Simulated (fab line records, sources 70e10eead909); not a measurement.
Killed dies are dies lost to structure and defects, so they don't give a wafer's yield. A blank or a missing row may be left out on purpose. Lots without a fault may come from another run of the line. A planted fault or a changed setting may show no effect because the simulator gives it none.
Chamber matching | flow nand_harc | NHARC_A_STAIRCASE_ALD_415 on ald_hk-01: 4 sister chambers
The step deposits SiO2, target thk 30 nm, pulse time 6 s, ald cycles 300. 7 wafers are shown with their chamber, then 8 later ones without.

WAFERS WITH THEIR CHAMBER
wafer  | chamber | heater_power_w (W) | precursor_pulse_height_rel
L076.6 | 3       | 404                | 0.979
L081.3 | 2       | 435                | 0.974
L093.2 | 0       | 431                | 1.001
L093.6 | 0       | 449                | 1.005
L091.4 | 2       | 451                | 1.005
L091.5 | 1       | 503                | 1.004
L096.3 | 1       | 509                | 0.986

WAFERS WITHOUT THEIR CHAMBER
wafer  | heater_power_w (W) | precursor_pulse_height_rel
L096.4 | 435                | 0.941
L096.5 | 505                | 1.004
L097.3 | 439                | 1.028
L097.4 | 456                | 0.970
L097.6 | 444                | 0.946
L097.1 | 395                | 0.991
L097.2 | 510                | 1.025
L097.5 | 397                | 0.993

WHICH CHAMBER EACH WENT THROUGH
wafer  | from the rows above          | in truth
L096.4 | can't be placed: 2 or 3 or 0 | 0
L096.5 | 1                            | 1
L097.3 | can't be placed: 0 or 2      | 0
L097.4 | can't be placed: 2 or 0      | 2
L097.6 | can't be placed: 2 or 0 or 3 | 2
L097.1 | 3                            | 3
L097.2 | 1                            | 1
L097.5 | 3                            | 3
Placed correctly: 4 of 8. Can't be placed from these rows: 4 (the true chamber is among the candidates in 4). Placed wrongly: 0.
How it was worked out, from the rows above alone: a wafer's distance from a chamber is the root of the sum, over the readings, of the square of ((its reading less the chamber's mean) divided by the reading's scatter). The wafer belongs to the nearest chamber; if the next one is less than 2 further off, it can't be placed. A chamber's mean is the mean of its shown wafers. The scatter: the root of (the sum of the squares of (reading less its chamber's mean) over the shown wafers, divided by (wafers less chambers)).
